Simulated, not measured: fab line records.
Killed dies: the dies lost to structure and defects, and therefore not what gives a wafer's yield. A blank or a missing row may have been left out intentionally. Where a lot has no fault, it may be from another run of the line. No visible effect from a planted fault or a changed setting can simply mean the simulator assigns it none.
Comparing a struck lot with a sound one -- flow nandHarc -- 18 steps out of a route of 1159
Sound: these wafers, L986.2, L986.3, L986.5. Wafers L998.2, L998.4, L998.6 were the ones struck. The cause is given at the end.
Each step with rows lists, per side, the tool, then ch with its chambers, then its first start. Under that, the readings that differ: sound wafers -- struck wafers -- difference of the means -- sigmas: that difference in standard deviations of wafers without a fault.
alike: same words and numbers on both sides, and readings whose means sit less than 2 such deviations apart. not compared: any withheld reading, any reading some wafer has no value for, any bound like >300 that may hide the same value, and any number with overlapping values for which the record gives no deviation.
The two part at a step that has a row with sigmas, a row that says differs or no value, or rows on one side only. When numbers do not overlap yet have no deviation, they are printed without sigmas and do not part them. A reading missing from all wafers of one side parts the sides only when that side holds two or more wafers.

NHARC_A_CONTACT_ETCH_102: etches the open film in CF4/O2, target depth 70 nm, overetch 7 nm, time 38.5 s.
  sound on rieDiel-13 ch 0,1,3, day 17 01:46; struck on rieDiel-03 ch 1,3, day 19 16:59
  alike: drypumpMotorCurrentA, oesProductAu, rfVppV, showerheadPlenumPTorr, throttleValvePct
  not compared: rfHoursCounterH
NHARC_A_CONTACT_STRIP_55: strips in O2.
  sound: rieDiel-13 ch 1,2,3; struck: rieDiel-03 ch 1,2,3
  alike: drypumpMotorCurrentA, oesProductAu, rfVppV, showerheadPlenumPTorr, throttleValvePct
  not compared: rfHoursCounterH
then, 1 step without rows for these wafers: NHARC_A_CONTACT_STRIP_56 (strips in post etch residue remover, time 600 s).
NHARC_A_CONTACT_DEP_57: deposits aC, target thk 2800 nm.
  sound on aclDep-01 ch 0, day 17 04:21; struck on aclDep-01 ch 0, day 19 18:10
  alike: throttleValvePct
NHARC_A_CONTACT_DEP_58: deposits SiON, target thk 60 nm.
  sound on pecvd-02 ch 0,1, day 17 05:47; struck on pecvd-02 ch 0,1,2, day 19 19:40
  alike: heaterPowerW
then, 7 steps without rows for these wafers: NHARC_A_CONTACT_DEHYDRATE_59 (time 120 s); NHARC_A_CONTACT_HMDS_60 (time 30 s); NHARC_A_CONTACT_COAT_61 (time 75 s); NHARC_A_CONTACT_COAT_62 (time 65 s); NHARC_A_CONTACT_COAT_63 (resist thk 90 nm); NHARC_A_CONTACT_SOFTBAKE_64 (time 55 s); NHARC_A_CONTACT_EBR_65.
NHARC_A_CONTACT_EXPOSE_66: exposes mask A CC 2.
  sound on arfiScanner-02 ch 0, day 17 06:16; struck on arfiScanner-02 ch 0, day 19 20:09
reading,sound,struck,difference,sigmas
model.A_CONTACT.overlayXNm (nm),-0.5816 -0.5816 -0.5816,23.32 23.32 23.32,+23.90,
  alike: mask, stageVelMmS
then, 2 steps without rows for these wafers: NHARC_A_CONTACT_PEB_67 (peb time 65 s); NHARC_A_CONTACT_DEVELOP_68 (develop time 35 s).
NHARC_A_CONTACT_CD_MEAS_69: target cd 200 nm.
  sound on cdSem-03 ch 0, day 17 06:24; struck on cdSem-03 ch 0, day 19 20:17
  alike: cdNm
NHARC_A_CONTACT_OVL_MEAS_70:
  sound: overlay-02 at day 17 06:29; struck: overlay-01 at day 19 20:22
reading,sound,struck,difference,sigmas
overlayXNm (nm),-0.7 -0.9 -0.9,23.0 23.3 23.6,+24.1,+34
  alike: overlayYNm
NHARC_A_CONTACT_INSPECT_71:
  sound: defectInspect-01 at day 17 06:31; struck: defectInspect-02 at day 19 20:25
  alike: rawDefectCount

WHERE THEY PART
Within this record, at NHARC_A_CONTACT_OVL_MEAS_70 only. Later steps at which nothing parts them and some readings are alike: NHARC_A_CONTACT_INSPECT_71.

WHY: what the simulator had put in
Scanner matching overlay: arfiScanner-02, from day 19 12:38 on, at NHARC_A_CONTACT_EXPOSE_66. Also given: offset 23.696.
